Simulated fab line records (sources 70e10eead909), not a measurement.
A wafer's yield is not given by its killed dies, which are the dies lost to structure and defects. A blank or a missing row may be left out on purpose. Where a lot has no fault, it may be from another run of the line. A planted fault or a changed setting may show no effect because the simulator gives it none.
A lot that was struck, set against a sound lot | flow nand-harc | 16 out of 1302 route steps
Sound: the wafers L663.2, L663.3, L663.6. Struck: wafers L654.2, L654.3, L654.6. The cause is named last.
Order at every step that has rows: each side's tool, ch and its chambers, its first start. Under that, the readings that differ: sound wafers | struck wafers | difference of the means | sigmas: that difference in standard deviations of wafers without a fault.
alike: readings with means less than 2 such deviations apart, plus words and numbers identical on both sides. not compared: withheld readings, readings lacking a value on some wafer, bounds such as >300 that could conceal the same value, and numbers that have no deviation in the record and whose values overlap.
Wherever a step has rows on one side only, a row that says differs or no value, or a row with sigmas, the two part there. Non-overlapping numbers with no deviation appear without sigmas and do not part them. A reading that every wafer of one side lacks parts them only if that side has two wafers or more.

NHARC_A_ONON_D2_THK_MEAS_11: measures by ellipsometry.
  sound on film-metro-01 at day 19 09:36; struck on film-metro-02 at day 15 20:25
  alike: thk-nm
next comes 1 step that has no rows for these wafers: NHARC_A_ONON_D2_DEP_12 (target thickness 1000 nm).
NHARC_A_ONON_D2_THK_MEAS_14: measures by ellipsometry.
  sound on film-metro-01 at day 19 10:10; struck on film-metro-02 at day 15 20:59
  alike: thk-nm
then, 2 steps without rows for these wafers: NHARC_A_ONON_D2_ANNEAL_15 (time 3600 s); NHARC_A_ONON_D2_DEP_16 (target thk 1000 nm).
NHARC_A_ONON_D2_THK_MEAS_18: measures by ellipsometry.
  sound on film-metro-02 at day 19 18:34; struck on film-metro-02 at day 16 04:44
  reading     | sound          | struck      | difference | sigmas
  thk-nm (nm) | 1016 1017 1018 | 981 983 982 | -35        | -3
next comes 1 step that has no rows for these wafers: NHARC_A_ONON_D2_DEP_19 (target thickness 1000 nm).
NHARC_A_ONON_D2_THK_MEAS_21: measures by ellipsometry.
  sound on film-metro-02 at day 19 19:17; struck on film-metro-01 at day 16 05:18
  alike: thk-nm
next comes 1 step that has no rows for these wafers: NHARC_A_ONON_D2_DEP_22 (target thickness 1000 nm).
NHARC_A_ONON_D2_THK_MEAS_24: measures by ellipsometry.
  sound on film-metro-02 at day 19 19:56; struck on film-metro-01 at day 16 05:52
  alike: thk-nm
next comes 1 step that has no rows for these wafers: NHARC_A_ONON_D2_DEP_25 (target thickness 1000 nm).
NHARC_A_ONON_D2_THK_MEAS_27: measures by ellipsometry.
  sound on film-metro-01 at day 19 20:31; struck on film-metro-02 at day 16 06:26
  alike: thk-nm
NHARC_A_ONON_D2_DEP_28: target thk 1000 nm.
  sound on pecvd-onon-02 ch 0, day 19 20:37; struck on pecvd-onon-03 ch 0, day 16 06:32
  alike: n2-flow-sccm, n2o-flow-sccm
NHARC_A_ONON_D2_THK_MEAS_30: measures by ellipsometry.
  sound on film-metro-02 at day 19 21:04; struck on film-metro-01 at day 16 07:01
  reading     | sound       | struck         | difference | sigmas
  thk-nm (nm) | 989 990 989 | 1587 1585 1586 | +597       | +60
NHARC_A_ONON_D2_DEP_33: deposits SiO2, target thk 200 nm.
  sound on pecvd-02 ch 1,2, day 19 21:08; struck on pecvd-04 ch 0,1, day 16 07:05
  alike: heater-power-w, throttle-valve-pct
-- record jumps: 11 days between struck wafers' starts before vs after; left off in module A_ONON_D2, resumes in module END, first step shown is number 1302 of the route --
NHARC_END_SORT_01:
  the record has rows for the struck wafers here (prober-02 ch 0, day 27 11:19) and none for the sound ones

== WHERE THEY PART ==
Earliest at NHARC_A_ONON_D2_THK_MEAS_18; latest, in this record, at NHARC_END_SORT_01.

WHY: whatever the simulator had introduced
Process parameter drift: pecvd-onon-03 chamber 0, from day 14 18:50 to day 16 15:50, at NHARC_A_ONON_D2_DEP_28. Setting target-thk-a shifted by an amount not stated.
